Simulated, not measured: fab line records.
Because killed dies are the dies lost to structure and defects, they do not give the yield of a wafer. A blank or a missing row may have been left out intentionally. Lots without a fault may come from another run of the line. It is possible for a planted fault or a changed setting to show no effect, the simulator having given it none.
A struck lot beside a sound one    flow nand-harc    15 steps out of a route of 1302
Sound: wafers L402.1, L402.4, L402.6. Wafers L411.4, L411.5, L411.6 were the ones struck. At the end, the cause is stated.
Per side, at each step with rows, come the tool, then ch with its chambers, and then its first start. Under that, the readings that differ: sound wafers    struck wafers    difference of the means    sigmas: that difference in standard deviations of wafers without a fault.
alike: readings whose means differ by less than 2 such deviations, and words and numbers that are the same on both sides. not compared: withheld readings, readings that some wafer has no value for, bounds like >300 that may hide the same value, and numbers for which the record gives no deviation and whose values overlap.
The two part at a step that has a row with sigmas, a row that says differs or no value, or rows on one side only. Non-overlapping numbers with no deviation appear without sigmas and do not part them. Lack of a reading on every wafer of one side parts them only where that side has two or more wafers.

NHARC_A_ZERO_WELL_DESCUM_12: chemistry O2, time 3 s.
  sound on rie-diel-08 ch 1,3, day 9 13:18; struck on rie-diel-06 ch 0,2,3, day 13 02:01
  alike: drypump-motor-current-A, mfc-ar-sccm, oes-product-au, rf-vpp-V, showerhead-plenum-p-Torr, throttle-valve-pct
  not compared: rf-hours-counter-h
NHARC_A_ZERO_WELL_ETCH_19: etches the open film in N2/H2, target depth 80 nm, overetch 24 nm, time 87.88 s.
  sound on rie-diel-08 ch 1,2, day 9 13:25; struck on rie-diel-06 ch 0,1,2, day 13 02:06
reading                      sound              struck             difference  sigmas
drypump-motor-current-A (A)  6.3 6.3 6.1        5.8 5.4 5.4        -0.7        -2
rf-vpp-V (V)                 433.5 433.1 431.6  428.1 426.7 431.4  -4.0        -2
  alike: bias-w, mfc-ar-sccm, oes-product-au, showerhead-plenum-p-Torr, throttle-valve-pct
  not compared: rf-hours-counter-h
NHARC_A_ZERO_WELL_ETCH_13: etches the open film in HBr/Cl2, target depth 120 nm, time 40.1 s.
  sound on rie-si-02 ch 2,3, day 9 13:32; struck on rie-si-05 ch 0,1,2, day 13 02:14
  alike: bias-w, drypump-motor-current-A, oes-product-au, throttle-valve-pct
  not compared: rf-hours-counter-h
then, 4 steps without rows for these wafers: NHARC_A_ZERO_WELL_STRIP_14 (strips in SPM, time 900 s); NHARC_A_ZERO_WELL_IMPLANT_15; NHARC_A_ZERO_WELL_PRECLEAN_22 (cleans in SC1, time 60 s); NHARC_A_ZERO_WELL_SRD_23.
NHARC_A_ZERO_WELL_RTA_16: time 10 s.
  sound on rtp-anneal-01 ch 0, day 9 14:26; struck on rtp-anneal-01 ch 0, day 13 03:11
  alike: lamp_zone_7_pct, wafer_temp_C_max
NHARC_A_ZERO_WELL_INSPECT_17:
  sound on defect-inspect-01 at day 9 14:38; struck on defect-inspect-02 at day 13 03:17
  alike: raw-defect-count
then, 2 steps without rows for these wafers: NHARC_A_SOURCE_PLATE_PRECLEAN_00 (cleans in HF-LAST, time 60 s); NHARC_A_SOURCE_PLATE_SRD_01.
NHARC_A_SOURCE_PLATE_OXIDE_02: material SiO2, target thk 10 nm, ox time 1362 s.
  sound on furnace-03 ch 0, day 9 17:24; struck on furnace-01 ch 0, day 13 09:28
  alike: ox-temp-c, ox-time-s, zone-power-bottom-pct
NHARC_A_SOURCE_PLATE_THK_MEAS_09: measures by ellipsometry.
  sound on film-metro-02 at day 9 21:31; struck on film-metro-01 at day 13 13:52
reading      sound        struck          difference  sigmas
thk-nm (nm)  8.6 9.4 9.2  16.4 17.7 15.3  +7.4        +7
then, 1 step without rows for these wafers: NHARC_A_SOURCE_PLATE_PVD_04 (deposits WSi2, target thk 50 nm).
-- the record jumps here: 16 days lie between the struck wafers' starts before and after (it left off in module A_SOURCE_PLATE and takes up again in module END, whose first step shown is number 1302 of the route) --
NHARC_END_SORT_01:
  sound on prober-02 ch 0, day 27 00:21; struck on prober-02 ch 0, day 30 00:05
  alike: killed-at-array, killed-at-other, killed-at-periphery, killed-dies, killed-open, killed-short

WHERE THEY PART
At NHARC_A_ZERO_WELL_ETCH_19 first; at NHARC_A_SOURCE_PLATE_THK_MEAS_09 last (within this record only). Later steps at which nothing parts them and some readings are alike: NHARC_END_SORT_01.

WHY: the cause the simulator had injected
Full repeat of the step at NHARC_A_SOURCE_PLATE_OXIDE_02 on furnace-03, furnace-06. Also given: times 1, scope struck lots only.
